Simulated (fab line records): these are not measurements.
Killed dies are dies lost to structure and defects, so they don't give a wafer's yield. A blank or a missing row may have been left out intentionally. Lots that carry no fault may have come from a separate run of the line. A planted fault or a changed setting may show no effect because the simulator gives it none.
Which tool was responsible? ; flow n5Finfet ; 11 lots, 31 wafers sampled, at 2 steps of a route of 1938

== WHAT THE GAUGES READ, wafer by wafer ==
N5_BEOL_M15_RS_MEAS_54: measures by four-point-probe.
lot;measured;on;M15_RS (ohm/sq)
L997;day 12 07:20;filmMetro-02;0.0216 0.0222 0.0221
L100;day 13 00:14;filmMetro-01;0.0212 0.0220 0.0216
L101;day 13 04:25;filmMetro-02;0.0211 0.0214
L102;day 13 23:40;filmMetro-02;0.0214 0.0218
L111;day 16 02:59;filmMetro-02;0.0216 0.0211 0.0215
L110;day 16 04:32;filmMetro-02;0.0206 0.0219 0.0218
L113;day 16 09:37;filmMetro-02;0.0222 0.0207 0.0208
L117;day 16 20:52;filmMetro-02;0.0217 0.0209 0.0218
L119;day 17 10:45;filmMetro-01;0.0212 0.0218 0.0217
L118;day 17 14:39;filmMetro-01;0.0219 0.0203 0.0218
L120;day 18 08:19;filmMetro-02;0.0222 0.0218 0.0214

== EACH LOT AND THE TOOL THAT RAN IT (in order: tool; ch and the chambers of the sampled wafers; start) ==
lot;N5_BEOL_M15_ANNEAL_48
L997;rtpAnneal-02 ch 0, day 12 06:40
L100;rtpAnneal-02 ch 0, day 12 23:36
L101;rtpAnneal-02 ch 0, day 13 03:43
L102;rtpAnneal-02 ch 0, day 13 22:59
L111;rtpAnneal-01 ch 0, day 16 02:19
L110;rtpAnneal-01 ch 0, day 16 03:49
L113;rtpAnneal-02 ch 0, day 16 08:53
L117;rtpAnneal-02 ch 0, day 16 20:07
L119;rtpAnneal-01 ch 0, day 17 10:04
L118;rtpAnneal-01 ch 0, day 17 13:56
L120;rtpAnneal-01 ch 0, day 18 07:35
- N5_BEOL_M15_ANNEAL_48: time 90 s.

== THE ANSWER, worked out from the rows above alone ==
Rule: the lots themselves supply what counts as usual. The widest of any qualifying gaps counts: lots, ordered by their means at a reading, are off when they make up no more than a third of the lots, leave a main group of 4 or more, and stand apart from it by 3 or more times the standard deviation of that group's means. The tables above print the reading to a certain number of digits; a main group whose means all agree to those digits is not used. Also off: a lot with no number at a reading for which 4 or more lots have one. The other lots that the step has rows for count as sound.
No lot is off at any reading shown: from this, nothing can be told.

== WHAT THE SIMULATOR HAD INSERTED ==
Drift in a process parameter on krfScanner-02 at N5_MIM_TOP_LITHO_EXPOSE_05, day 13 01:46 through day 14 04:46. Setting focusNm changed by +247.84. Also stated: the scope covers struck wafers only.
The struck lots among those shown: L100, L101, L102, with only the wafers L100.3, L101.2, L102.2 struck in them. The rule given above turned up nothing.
